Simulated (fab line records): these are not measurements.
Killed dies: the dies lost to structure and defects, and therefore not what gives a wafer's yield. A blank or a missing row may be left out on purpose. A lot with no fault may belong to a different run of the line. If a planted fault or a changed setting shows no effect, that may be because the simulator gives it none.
fab line records	flow n5Finfet
[record] lots = 5	wafers = 15	lastDay = 18
route steps=1938 shown BEOL_M5@1151 BEOL_M15@1830
lots with no fault: from the same line, run without faults
startH: start of the lot's first displayed wafer, in hours after the record's first day	waitH: hours from the lot's prior step to this one	" repeats the value in the row above	L1.1+2: one row covering several wafers at once	- no value present, or no start provided	* or withheld: withheld	< > ~ a bound
route shown NAME@n: a module of which the file shows steps, and the number in the route of the first	usual: the fault-free wafers' mean and standard deviation	same: alike in all rows	chamber/n: place in a boat	sites: the reading at each site	_std_site: how widely they spread, as a standard deviation	_edge_site: the outer-site mean with the inner-site mean subtracted	radiusMm: for every site, how far away it sits from the centre of the wafer	mask NAME#n: copy n	behind: the most recent tool/chamber to have shaped the wafer	hold: why the lot was held/for how many hours/how that ended	device: whichever transistor did not switch (one of n, p or np)	end of line: tests run on the same wafers once the route is complete	where a step has no rows: the recipe by itself	killed: at the first sort, the dies lost to defects and structure; wafer yield is something else	map: a wafer's dies, x killed, . not, _ none there
set.NAME: the run value of the setting; set.NAME@STEP: its run value at that earlier step	model.NAME: the simulator's own value behind a step, which no gauge read
a table for each step, a row for each wafer; lots at some steps of the route
services: a tool's chamber out of use, with start hour (startH, from the record's first day; less than 0 if before it), hours out, and reason
[[steps]]
[step N5_BEOL_M5_DESCUM_33]
[recipe] chemistry = O2	timeS = 7	sourcePowerW = 50	biasPowerW = 20	pressureMtorr = 20	rfFrequencyHz = 2.712e+07	tempC = 40	resist = CAR-EUV	o2FlowSccm = 225
[step N5_BEOL_M5_ETCH_75]
[recipe] chemistry = N2/H2	target = underlayer	targetDepthA = 65	maskMaterial = CAR-EUV	timeS = 5.2	ionEnergyEv = 200	pressureMtorr = 30	sourceW = 840	biasW = 150	n2FlowSccm = 200	h2FlowSccm = 200	ends = cleared
[step N5_BEOL_M5_ETCH_67]
[recipe] chemistry = CF4	target = SiARC	targetDepthA = 156	maskMaterial = CAR-EUV	timeS = 26	ionEnergyEv = 80	pressureMtorr = 40	sourceW = 545	biasW = 36	Ar_flow_sccm = 100	cf4FlowSccm = 100	ends = cleared
[step N5_BEOL_M5_ETCH_68]
[recipe] chemistry = N2/H2	target = SOC	targetDepthA = 800	overetchA = 160	maskMaterial = SiARC	tempC = 40	timeS = 120	ionEnergyEv = 200	pressureMtorr = 30	sourceW = 840	biasW = 150	n2FlowSccm = 200	h2FlowSccm = 200
[step N5_BEOL_M5_STRIP_69]
[recipe] chemistry = N2/H2	tempC = 40	n2FlowSccm = 200	h2FlowSccm = 200	rfFrequencyHz = 6e+07
[step N5_BEOL_M5_STRIP_76]
[recipe] chemistry = N2/H2	tempC = 40	n2FlowSccm = 200	h2FlowSccm = 200	rfFrequencyHz = 6e+07
[step N5_BEOL_M5_VIA_ETCH_34]
[recipe] chemistry = C4F6/O2	target = SiCOH_lowk	targetDepthA = 883	maskMaterial = SOC	taperDeg = 4	timeS = 39.2	ionEnergyEv = 250	pressureMtorr = 30	sourceW = 345	biasW = 185	Ar_flow_sccm = 300	C4F6_flow_sccm = 10	O2_flow_sccm = 10
[step N5_BEOL_M5_STRIP_85]
[recipe] chemistry = C4F6/O2	resist = SiARC	rfFrequencyHz = 6e+07
[step N5_BEOL_M5_STRIP_36]
[recipe] chemistry = N2/H2	powerW = 450	tempC = 40	pressureMtorr = 20	rfFrequencyHz = 6e+07	overashFraction = 0.3	biasPowerW = 7	h2Frac = 0.5	n2FlowSccm = 200	h2FlowSccm = 200
[step N5_BEOL_M5_TRENCH_ETCH_37]
[recipe] chemistry = C4F6/O2	targetDepthA = 716.52	target = SiCOH_lowk	timeS = 24.7	ionEnergyEv = 250	pressureMtorr = 30	sourceW = 345	biasW = 185	Ar_flow_sccm = 300	C4F6_flow_sccm = 10	O2_flow_sccm = 10
[usual] C4F6_flow_sccm = 9.999/0.03	drypumpMotorCurrentA = 5.8/0.4	oesProductAu = 0.79/0.094	rfVppV = 665/11	showerheadPlenumPTorr = 2.85/0.093	throttleValvePct = 20.98/0.21
[same] timeS = 24.7
lot.wafer	tool	chamber	startH	waitH	C4F6_flow_sccm	drypumpMotorCurrentA	oesProductAu	rfHoursCounterH	rfVppV	showerheadPlenumPTorr	throttleValvePct	model.etch.depthNm	model.BEOL_M5.featureDepthNm	model.TiN_of_BEOL_M5_HM_DEP_02.thkNm
L329.2	rieDiel-04	1	222.74	-	9.954	5.2	0.66	249	677	2.94	21.18	70.74	70.8	18.2
L329.5	"	1	"	"	9.963	5.2	0.66	-	677	2.94	21.18	70.63	70.6	18
L329.6	"	2	"	"	9.973	5.8	0.72	-	650	2.85	20.99	71.46	71.4	17.8
L331.1	rieDiel-04	3	231.80	-	9.931	6.3	0.84	63	656	3.01	21.02	70.74	70.8	17.8
L331.2	"	2	"	"	10.048	5.8	0.73	178	651	2.84	20.99	71.45	71.4	18
L331.4	"	3	"	"	9.997	6.3	0.66	-	656	3.01	20.96	46.73	46.8	18.6
L333.1	rieDiel-04	2	245.95	-	9.990	5.8	0.71	184	652	2.84	21.00	70.22	70.2	18.2
L333.2	"	0	"	"	9.994	5.5	0.68	237	655	2.71	21.22	68.73	68.8	18.2
L333.3	"	3	"	"	9.985	6.3	0.65	69	655	3.01	20.96	45.91	46	19
L338.1	rieDiel-04	0	254.18	-	9.999	5.5	0.69	240	655	2.71	21.23	70.62	70.6	18.2
L338.3	"	2	"	"	10.020	5.8	0.57	187	650	2.84	20.94	47.51	47.6	18.8
L338.6	"	3	"	"	9.997	6.3	0.83	-	656	3.01	21.05	71.17	71.2	18
L347.1	rieDiel-04	3	323.10	-	10.033	6.3	0.79	93	655	3.00	21.07	69.37	69.4	17.8
L347.4	"	0	"	"	9.988	5.5	1.01	0	666	3.05	20.83	72.53	72.6	17.6
L347.6	"	2	"	"	9.981	5.8	0.70	-	652	2.83	21.02	70.33	70.4	17.8
[step N5_BEOL_M5_ETCH_41]
[recipe] chemistry = CH3F/O2	target = SiCN	targetDepthA = 315	taperDeg = 2	timeS = 56.7	ionEnergyEv = 120	maskMaterial = TiN	pressureMtorr = 30	sourceW = 395	biasW = 75	Ar_flow_sccm = 150	CH3F_flow_sccm = 30	O2_flow_sccm = 20
[step N5_BEOL_M5_STRIP_91]
[recipe] chemistry = N2/H2	timeS = 10	powerW = 450	tempC = 40	pressureMtorr = 20	rfFrequencyHz = 6e+07	biasPowerW = 7	n2FlowSccm = 200	h2FlowSccm = 200
[step N5_BEOL_M5_OCD_MEAS_38]
[usual] trenchDepthNm = 71.3/0.98
lot.wafer	tool	chamber	startH	waitH	trenchDepthNm
L329.2	ocd-02	-	222.89	-	70.7
L329.5	"	-	"	"	70.2
L329.6	"	-	"	"	72.0
L331.1	ocd-01	-	231.95	-	70.6
L331.2	"	-	"	"	71.4
L331.4	"	-	"	"	46.8
L333.1	ocd-01	-	246.11	-	70.1
L333.2	"	-	"	"	68.4
L333.3	"	-	"	"	46.0
L338.1	ocd-01	-	254.33	-	70.4
L338.3	"	-	"	"	47.6
L338.6	"	-	"	"	71.1
L347.1	ocd-01	-	323.25	-	69.1
L347.4	"	-	"	"	72.6
L347.6	"	-	"	"	70.9
[step N5_BEOL_M5_HM_STRIP_39]
[recipe] chemistry = peroxideTinStrip	material = TiN	targetDepthA = 250	tempC = 50	timeS = 158
[step N5_BEOL_M5_SRD_40]
[recipe] timeS = 30	tempC = 23	rinseLiquid = diw	dry = ipaMarangoni
[step N5_BEOL_M5_PRECLEAN_42]
[recipe] chemistry = residueRemover	timeS = 60	tempC = 40
[step N5_BEOL_M5_SRD_43]
[recipe] timeS = 30	tempC = 23	rinseLiquid = diw	dry = ipaMarangoni
[step N5_BEOL_M5_CURE_80]
[recipe] tempC = 370	timeS = 120	ambient = DMADMS/He	material = SiCOH_lowk
[step N5_BEOL_M5_DEGAS_44]
[recipe] ambient = vacuum	tempC = 250	timeS = 60
[step N5_BEOL_M5_PRE_CLEAN_45]
[recipe] gas = H2/He	timeS = 30	tempC = 250
[step N5_BEOL_M5_ALD_86]
[recipe] material = TaN	targetThkA = *	tempC = 275	aldPrecursorFamily = PDMAT	aldCoReactant = NH3	pressureTorr = 3	carrierFlowSccm = 1500	pulseTimeS = 2	purgeTimeS = 3	coReactantPurgeTimeS = 2	coReactantPulseTimeS = 3	aldCycles = 30	precursorVesselTempC = 75	precursorVesselPressureTorr = 26.25	precursorVesselCarrierSccm = 1000
[step N5_BEOL_M5_SURFACE_TREAT_87]
[recipe] gas = Ar	timeS = *	ionEnergyEv = *	ionCurrentMaCm2 = 0.5	pressureMtorr = *	arFlowSccm = 30
[step N5_BEOL_M5_CVD_47]
[recipe] material = Co	targetThkA = 30	tempC = withheld	precursor = CCTBA/H2	pressureTorr = 30	timeS = 216
[step N5_BEOL_M5_SPUTTER_48]
[recipe] material = Cu	targetThkA = 150	tempC = -20	chamberPressurePa = 0.07	powerW = withheld	timeS = 27.62
[step N5_BEOL_M5_ANNEAL_49]
[recipe] tempC = 400	timeS = 1800	ambient = vacuum
[step N5_BEOL_M5_SPUTTER_81]
[recipe] material = Cu	targetThkA = 150	tempC = -20	chamberPressurePa = 0.07	powerW = withheld	timeS = 27.62
[step N5_BEOL_M5_ANNEAL_82]
[recipe] tempC = 400	timeS = 1800	ambient = vacuum
[step N5_BEOL_M5_SPUTTER_83]
[recipe] material = Cu	targetThkA = 150	tempC = -20	chamberPressurePa = 0.07	powerW = withheld	timeS = 27.62
[step N5_BEOL_M5_ANNEAL_84]
[recipe] tempC = 400	timeS = 1800	ambient = vacuum
[step N5_BEOL_M5_SPUTTER_88]
[recipe] material = Cu	targetThkA = 150	tempC = -20	chamberPressurePa = 0.07	powerW = withheld	timeS = 27.62
[step N5_BEOL_M5_ANNEAL_89]
[recipe] tempC = 400	timeS = 1800	ambient = vacuum
[step N5_BEOL_M5_SPUTTER_90]
[recipe] material = Cu	targetThkA = 45	tempC = -20	chamberPressurePa = 0.07	powerW = withheld	timeS = 8.29
[step N5_BEOL_M5_ECD_50]
[recipe] material = Cu	targetThkA = 3000
[step N5_BEOL_M5_ANNEAL_51]
[recipe] tempC = 225	timeS = 90	ambient = N2
[step N5_BEOL_M5_CMP_52]
[recipe] stopOn = SiCOH_lowk	tOverpolishS = 6.9	downForcePsi = 1	platenRpm = 50	clearingPlatenDownForcePsi = 1.5	clearingPlatenRpm = 50	postCmpClean = cuAlkaline	targetThkNm = 62	clearingPlatenPadVelocityMS = 0.99484	padVelocityMS = 0.99484
[usual] barrierFieldEndpointS = 24.6/0.53	motorCurrentA = 6.2/0.68	overpolishRunS = 6.901/0.0093	timeToEndpointS = 62.8/2.8
lot.wafer	tool	chamber	startH	waitH	barrierFieldEndpointS	motorCurrentA	overpolishRunS	timeToEndpointS	model.Cu_of_BEOL_M5_ECD_50.thkNm
L329.2	cmp-03	1	229.04	0.3	25.0	5.4	6.899	61.9	60.8
L329.5	"	3	"	"	24.8	5.6	6.894	58.2	60.6
L329.6	"	0	"	"	25.1	6.9	6.896	63.6	62.8
L331.1	cmp-03	2	238.37	0.3	24.8	5.3	6.896	65.1	62.4
L331.2	"	3	"	"	23.9	5.1	6.897	63.6	61.2
L331.4	"	0	"	"	25.1	6.7	6.896	67.8	38.4
L333.3	cmp-04	3	252.47	0.2	24.5	7.0	6.897	62.3	36
L333.2	"	0	"	"	24.6	7.3	6.892	64.7	58.6
L333.1	"	1	"	"	24.8	6.2	6.905	64.8	60.6
L338.1	cmp-03	2	260.83	0.3	25.7	5.9	6.900	68.1	61
L338.3	"	0	"	"	25.6	6.7	6.923	66.6	37.4
L338.6	"	1	"	"	25.1	5.2	6.890	59.5	61.2
L347.4	cmp-03	2	329.51	0.2	24.8	5.6	6.887	66.3	63.6
L347.1	"	0	"	"	25.2	6.6	6.918	66.4	60.4
L347.6	"	2	"	"	25.7	5.2	6.909	65.7	60.8
[step N5_BEOL_M5_THK_MEAS_53]
[recipe] thkMeasGauge = xrf	reads = Cu_of_BEOL_M5_ECD_50
[usual] M5_THK = 61.3/1.5
lot.wafer	tool	chamber	startH	waitH	M5_THK[nm]
L329.2	filmMetro-01	-	229.26	-	61.3
L329.5	"	-	"	"	61.1
L329.6	"	-	"	"	63.5
L331.1	filmMetro-02	-	238.62	-	62.3
L331.2	"	-	"	"	60.9
L331.4	"	-	"	"	38.5
L333.1	filmMetro-02	-	252.72	-	60.0
L333.2	"	-	"	"	58.1
L333.3	"	-	"	"	35.5
L338.1	filmMetro-01	-	261.09	-	61.2
L338.3	"	-	"	"	37.5
L338.6	"	-	"	"	61.4
L347.1	filmMetro-01	-	329.76	-	61.1
L347.4	"	-	"	"	64.1
L347.6	"	-	"	"	61.5
[step N5_BEOL_M5_PRE_CLEAN_77]
[recipe] gas = NH3/H2	timeS = 15	tempC = *	rfPowerW = 300
[step N5_BEOL_M5_CO_CAP_78]
[recipe] material = Co	targetThkA = 20	tempC = 200	precursor = CCTBA/H2	pressureTorr = 30	timeS = 102.1
[step N5_BEOL_M5_RS_MEAS_57]
[recipe] thkMeasGauge = four-point-probe	reads = Co_of_BEOL_M5_CO_CAP_78+Cu_of_BEOL_M5_ECD_50+Co_of_BEOL_M5_CVD_47+TaN_of_BEOL_M5_ALD_86
[usual] M5_RS = 0.390/0.01
lot.wafer	tool	chamber	startH	waitH	M5_RS[ohm/sq]
L329.2	filmMetro-01	-	229.56	0.1	0.395
L329.5	"	-	"	"	0.398
L329.6	"	-	"	"	0.381
L331.1	filmMetro-01	-	238.90	0.1	0.384
L331.2	"	-	"	"	0.393
L331.4	"	-	"	"	0.703
L333.1	filmMetro-02	-	252.98	0.0	0.398
L333.2	"	-	"	"	0.414
L333.3	"	-	"	"	0.765
L338.1	filmMetro-02	-	261.36	0.0	0.395
L338.3	"	-	"	"	0.729
L338.6	"	-	"	"	0.393
L347.1	filmMetro-01	-	330.02	0.0	0.400
L347.4	"	-	"	"	0.375
L347.6	"	-	"	"	0.396
[step N5_BEOL_M15_RC_MEAS_101]
[usual] COMB_M10 = 1.58e-11/2.6e-12	COMB_M10_max_site = 2.3e-11/4.7e-12	COMB_M11 = 1.48e-11/2.9e-12	COMB_M12 = 7e-12/1.5e-12	COMB_M13 = 5.5e-12/1.2e-12	COMB_M14 = 4.3e-12/9.2e-13	COMB_M15 = 3.2e-12/6.1e-13	COMB_M6 = 2.6e-11/5.4e-12	COMB_M7 = 2.6e-11/4.9e-12	COMB_M7_max_site = 3.8e-11/7.9e-12	COMB_M8 = 2.6e-11/5.3e-12	COMB_M9 = 1.47e-11/2.8e-12	SERP_M10 = 3.03/0.07	SERP_M10_max_site = 3.12/0.08	SERP_M11 = 3.08/0.072	SERP_M11_max_site = 3.16/0.082	SERP_M12 = 0.636/0.014	SERP_M13 = 0.312/0.0054	SERP_M14 = 0.161/0.0035	SERP_M5 = 39.4/1.4	SERP_M5_max_site = 40.7/1.6	SERP_M6 = 13.8/0.53	SERP_M7 = 13.9/0.58	SERP_M8 = 13.8/0.52	SERP_M8_max_site = 14.3/0.56	SERP_M9 = 3.08/0.077	SERP_M9_max_site = 3.17/0.085
lot.wafer	tool	chamber	startH	waitH	COMB_M10[S/m]	COMB_M10_max_site[S/m]	COMB_M11[S/m]	COMB_M12[S/m]	COMB_M13[S/m]	COMB_M14[S/m]	COMB_M15[S/m]	COMB_M6[S/m]	COMB_M7[S/m]	COMB_M7_max_site[S/m]	COMB_M8[S/m]	COMB_M9[S/m]	SERP_M10[ohm/um]	SERP_M10_max_site[ohm/um]	SERP_M11[ohm/um]	SERP_M11_max_site[ohm/um]	SERP_M12[ohm/um]	SERP_M13[ohm/um]	SERP_M14[ohm/um]	SERP_M5[ohm/um]	SERP_M5_max_site[ohm/um]	SERP_M6[ohm/um]	SERP_M7[ohm/um]	SERP_M8[ohm/um]	SERP_M8_max_site[ohm/um]	SERP_M9[ohm/um]	SERP_M9_max_site[ohm/um]
L329.2	prober-02	0	311.50	0.2	1.54e-11	2.3e-11	1.14e-11	8.7e-12	4.6e-12	4.9e-12	4.1e-12	2.2e-11	2.9e-11	4e-11	2.3e-11	1.49e-11	2.94	3.09	3.05	3.10	0.633	0.308	0.162	41.5	43.1	14.5	13.5	13.3	14.5	3.10	3.20
L329.5	"	0	"	"	1.91e-11	3.1e-11	9.4e-12	8.1e-12	5.1e-12	5e-12	3.8e-12	2.8e-11	2.4e-11	3e-11	2.1e-11	1.97e-11	2.93	3.00	3.10	3.15	0.657	0.305	0.162	40.6	41.4	14.1	13.7	13.5	13.9	3.09	3.22
L329.6	"	0	"	"	1.31e-11	1.8e-11	1.31e-11	8.2e-12	5.8e-12	5.5e-12	3.5e-12	2.4e-11	2.3e-11	3.7e-11	2e-11	1.24e-11	2.99	3.10	3.03	3.08	0.646	0.305	0.158	39.5	42.0	14.2	14.7	13.5	14.2	3.20	3.25
L331.1	prober-02	0	320.81	0.0	1.74e-11	2.7e-11	1.49e-11	6.1e-12	5.9e-12	5.9e-12	3.4e-12	2.4e-11	2.8e-11	3.8e-11	2.5e-11	1.6e-11	3.01	3.06	3.04	3.16	0.631	0.319	0.157	38.6	39.1	13.4	13.8	13.0	13.6	3.13	3.15
L331.2	"	0	"	"	1.44e-11	1.8e-11	1.69e-11	6.3e-12	4.6e-12	4.3e-12	4e-12	3.2e-11	3.5e-11	3.8e-11	2.6e-11	1.34e-11	2.99	3.18	3.03	3.12	0.630	0.303	0.158	39.1	40.3	14.4	13.7	13.7	14.3	3.02	3.13
L331.4	"	0	"	"	1.9e-11	2.7e-11	1.91e-11	5.4e-12	5.8e-12	4.3e-12	3.5e-12	2.4e-11	2.4e-11	4.1e-11	2.6e-11	1.48e-11	3.01	3.11	3.13	3.19	0.625	0.319	0.166	71.6	77.0	14.3	13.2	12.8	13.2	3.07	3.12
L333.1	prober-01	0	330.45	0.0	1.67e-11	3.3e-11	1.59e-11	6.5e-12	5.3e-12	4.4e-12	2.9e-12	2e-11	2.5e-11	4.1e-11	3.4e-11	1.1e-11	3.07	3.14	3.07	3.10	0.628	0.308	0.160	39.5	41.5	14.1	15.3	13.9	14.2	3.18	3.21
L333.2	"	0	"	"	2.07e-11	2.4e-11	1.84e-11	6e-12	6e-12	3e-12	3.1e-12	2.7e-11	2.8e-11	3.7e-11	2.8e-11	8.9e-12	2.95	3.02	3.04	3.16	0.621	0.313	0.161	41.0	42.4	13.7	14.7	13.3	14.1	3.12	3.25
L333.3	"	0	"	"	1.92e-11	2.2e-11	1.76e-11	5.9e-12	5.1e-12	2.7e-12	2.8e-12	2.8e-11	2.8e-11	4.7e-11	2e-11	1.23e-11	2.96	3.03	3.22	3.34	0.652	0.312	0.157	73.5	76.2	14.1	14.4	14.6	15.0	3.02	3.16
L338.1	prober-01	0	342.80	0.0	1.47e-11	2.2e-11	1.04e-11	4.8e-12	4.1e-12	5.8e-12	3.3e-12	2.5e-11	2.1e-11	2.9e-11	3.4e-11	1.42e-11	3.09	3.14	3.06	3.14	0.652	0.297	0.163	40.6	41.7	14.0	14.1	13.3	13.8	3.03	3.07
L338.3	"	0	"	"	1.05e-11	1.2e-11	1.16e-11	4.3e-12	5.1e-12	3.1e-12	3e-12	2.1e-11	2.2e-11	2.7e-11	3.5e-11	1.62e-11	3.16	3.25	2.98	3.15	0.633	0.309	0.164	74.3	76.2	14.6	14.4	13.0	13.5	3.13	3.18
L338.6	"	0	"	"	1.48e-11	1.8e-11	1.61e-11	5e-12	4.1e-12	3.4e-12	2.7e-12	2.3e-11	1.7e-11	2.1e-11	3.1e-11	1.3e-11	3.07	3.13	3.09	3.17	0.631	0.297	0.160	38.2	40.7	13.6	14.1	13.5	14.0	3.06	3.10
L347.1	prober-02	0	422.27	0.0	1.87e-11	2.4e-11	1.55e-11	7.5e-12	6e-12	5e-12	2.8e-12	2e-11	3e-11	4.3e-11	2.4e-11	2.09e-11	2.95	3.02	3.24	3.27	0.640	0.304	0.159	40.0	40.6	13.1	14.3	13.5	14.6	3.05	3.12
L347.4	"	0	"	"	1.41e-11	1.7e-11	2.06e-11	6.1e-12	4.2e-12	4.3e-12	3.1e-12	2.7e-11	2e-11	3.7e-11	2.5e-11	1.05e-11	3.05	3.08	3.09	3.23	0.656	0.303	0.168	36.3	37.2	13.6	13.5	13.5	14.0	3.10	3.27
L347.6	"	0	"	"	1.54e-11	2e-11	1.37e-11	6.3e-12	6.1e-12	4.6e-12	3.3e-12	2.2e-11	3.3e-11	4.4e-11	3.8e-11	1.49e-11	3.04	3.23	3.06	3.12	0.628	0.312	0.158	39.5	40.9	13.5	14.7	13.7	14.2	3.06	3.16
// sites SERP_M5 radiusMm=0,75,75,75,75,140,140,140,140
L329.2 42.0 42.8 41.5 43.1 42.4 41.2 39.1 41.2 39.2
L331.1 37.6 38.7 39.1 38.7 38.7 37.6 38.5 36.7 38.6
L333.1 38.4 39.7 38.8 41.5 39.0 39.5 39.0 39.9 39.5
L338.1 41.7 41.3 41.0 41.0 40.6 37.6 36.9 37.5 37.4
L347.1 40.6 40.6 40.0 40.0 40.3 39.2 37.2 38.0 37.3
[[services]]
tool	chamber	startH	hours	kind
rieDiel-04	0	204.06	8.8	repair
rieDiel-04	1	225.88	-	clean
rieDiel-04	1	225.88	-	consumableReplace:focusRing
rieDiel-04	1	225.88	31.8	scheduledDown
rieDiel-04	1	225.88	31.8	ventCycle
cmp-04	-	227.87	4.1	pm
cmp-03	-	240.84	7.0	pm
cmp-04	-	249.13	2.6	repair
cmp-03	-	279.49	4.0	pm
cmp-03	-	283.49	-	consumableReplace:conditioner
cmp-03	-	283.49	-	consumableReplace:pad
rieDiel-04	0	284.54	18.3	repair
cmp-04	-	300.89	0.4	repair
rieDiel-04	0	307.97	-	clean
rieDiel-04	0	307.97	-	consumableReplace:focusRing
rieDiel-04	0	307.97	-	consumableReplace:showerhead
rieDiel-04	0	307.97	12.6	scheduledDown
rieDiel-04	0	307.97	12.6	ventCycle
cmp-04	-	325.59	4.0	pm
cmp-04	-	329.59	-	consumableReplace:conditioner
cmp-04	-	329.59	-	consumableReplace:pad
[[key]]
[firstSign] step = N5_BEOL_M5_OCD_MEAS_38	reading = trenchDepthNm	direction = down	sigmas = 25	usual = 71.3	struck = 46.8
[effect] step = N5_BEOL_M5_THK_MEAS_53	reading = M5_THK	direction = down	sigmas = 17	usual = 61.3	struck = 37.1
[effect] step = N5_BEOL_M5_RS_MEAS_57	reading = M5_RS	direction = up	sigmas = 33	usual = 0.390	struck = 0.733
[effect] step = N5_BEOL_M15_RC_MEAS_101	reading = SERP_M5	direction = up	sigmas = 23	usual = 39.4	struck = 73.1
[modelEffect] step = N5_BEOL_M5_TRENCH_ETCH_37	value = etch.depthNm	without = 70.32	struck = 46.72
[modelEffect] step = N5_BEOL_M5_CMP_52	value = Cu_of_BEOL_M5_ECD_50.thkNm	without = 60.87	struck = 37.27
metAt N5_BEOL_M5_TRENCH_ETCH_37
struckWafers L331.4,L333.3,L338.3
sortLeftOut L331.4,L333.3,L338.3
onsetBetween 222.74 231.80
[fault] kind = processParameterDrift	tool = rieDiel-04	chamber = -	onsetH = 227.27	steps = N5_BEOL_M5_TRENCH_ETCH_37	channel = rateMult	offset = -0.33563	shape = step	endH = 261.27	scope = struckWafersOnly
// sortLeftOut: the simulated sort isn't trusted on such a fault, so these wafers' sort isn't shown, and their yield isn't known
